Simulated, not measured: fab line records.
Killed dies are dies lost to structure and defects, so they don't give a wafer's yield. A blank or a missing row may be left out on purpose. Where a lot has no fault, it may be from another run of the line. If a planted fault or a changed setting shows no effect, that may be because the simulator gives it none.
Which tool did it? | flow n5 finfet | 30 wafers from 10 lots sampled at 5 of the route's 1938 steps

== WHAT EACH GAUGE READ, for each wafer ==
N5_BEOL_M4_RC_MEAS_101.
lot  | measured     | on        | DIBL_N (mV/V)
L105 | day 8 07:45  | prober-02 | 37.1 35.7 38.0
L106 | day 8 11:30  | prober-02 | 34.8 38.0 36.3
L107 | day 8 12:30  | prober-01 | 34.9 34.7 34.9
L108 | day 8 23:58  | prober-02 | 37.0 38.0 37.0
L109 | day 9 02:52  | prober-02 | 40.6 41.0 41.2
L112 | day 9 18:18  | prober-01 | 34.6 36.1 37.9
L115 | day 10 04:07 | prober-01 | 38.3 35.6 37.6
L122 | day 13 06:53 | prober-01 | 35.3 35.4 38.4
L126 | day 14 04:40 | prober-01 | 39.2 38.6 38.5
L127 | day 14 21:55 | prober-02 | 36.6 34.5 33.8

== WHICH TOOL RAN EACH LOT (tool, then ch and the chambers of the sampled wafers, then the start) ==
lot  | N5_BEOL_M0_ALD_136                  | N5_BEOL_M0_SPUTTER_141       | N5_BEOL_M0_DEP_125             | N5_BEOL_M1_ILD_DEP_00
L105 | ald metal-01 ch 1,3, day 6 04:09    | pvd sputter-01, day 6 04:56  | pecvd-01 ch 0,1, day 6 08:25   | pecvd-02 ch 0,1, day 6 08:33
L106 | ald metal-02 ch 0,2,3, day 6 09:28  | pvd sputter-02, day 6 10:23  | pecvd-02 ch 0,1, day 6 13:23   | pecvd-01 ch 1,2, day 6 13:32
L107 | ald metal-02 ch 0,2,3, day 6 11:45  | pvd sputter-01, day 6 12:34  | pecvd-01 ch 0,2, day 6 15:47   | pecvd-03 ch 0,1, day 6 15:54
L108 | ald metal-01 ch 0,1,2, day 6 19:05  | pvd sputter-01, day 6 19:56  | pecvd-01 ch 0,2, day 6 23:49   | pecvd-01 ch 0,2, day 6 23:56
L109 | ald metal-01 ch 0,2,3, day 7 02:53  | pvd sputter-03, day 7 03:50  | pecvd-04 ch 0,1,2, day 7 05:16 | pecvd-03 ch 0,1, day 7 05:24
L112 | ald metal-02 ch 0,2, day 7 19:56    | pvd sputter-03, day 7 20:44  | pecvd-01 ch 0,1, day 8 04:11   | pecvd-03 ch 0,1,2, day 8 04:19
L115 | ald metal-02 ch 1,2, day 8 09:01    | pvd sputter-02, day 8 11:28  | pecvd-04 ch 0,1, day 8 15:12   | pecvd-03 ch 0,2, day 8 15:20
L122 | ald metal-01 ch 0,1,2, day 10 11:43 | pvd sputter-01, day 10 12:46 | pecvd-02 ch 0,1, day 10 13:46  | pecvd-01 ch 0,1, day 10 13:55
L126 | ald metal-04 ch 0,2,3, day 11 13:13 | pvd sputter-02, day 11 14:29 | pecvd-04 ch 0,2, day 11 15:29  | pecvd-03 ch 0,1, day 11 15:37
L127 | ald metal-01 ch 0,1,3, day 11 14:52 | pvd sputter-02, day 11 16:04 | pecvd-01 ch 1,2, day 11 17:04  | pecvd-01 ch 0,1,2, day 11 17:11
- N5_BEOL_M0_ALD_136: deposits TaN, pulse time 2 s, purge time 3 s, co reactant purge time 2 s.
- N5_BEOL_M0_SPUTTER_141: material Cu, target thk 4 nm, time 7.37 s.
- N5_BEOL_M0_DEP_125: deposits SiCN from 3MS/NH3, target thk 8 nm, time 14 s.
- N5_BEOL_M1_ILD_DEP_00: deposits SiOC from DEMS/O2, target thk 79 nm, time 15.3 s.

== THE ANSWER, worked out from the rows above alone ==
Rule: the lots themselves supply what counts as usual. Put in order of their means at a reading, lots are off if they are a third of the lots or fewer, leave a main group of 4 or more, and stand apart from it by a gap of 3 or more times the standard deviation of the main group's means; of several such gaps the widest counts. A main group is skipped when, at the precision printed for the reading in the tables above, its means are all equal. Also off: a lot with no number at a reading for which 4 or more lots have one. Any other lot the step has rows for is counted as sound.
Across all readings shown, no lot is off: no conclusion can be drawn from this.

== WHAT THE SIMULATOR HAD INSERTED ==
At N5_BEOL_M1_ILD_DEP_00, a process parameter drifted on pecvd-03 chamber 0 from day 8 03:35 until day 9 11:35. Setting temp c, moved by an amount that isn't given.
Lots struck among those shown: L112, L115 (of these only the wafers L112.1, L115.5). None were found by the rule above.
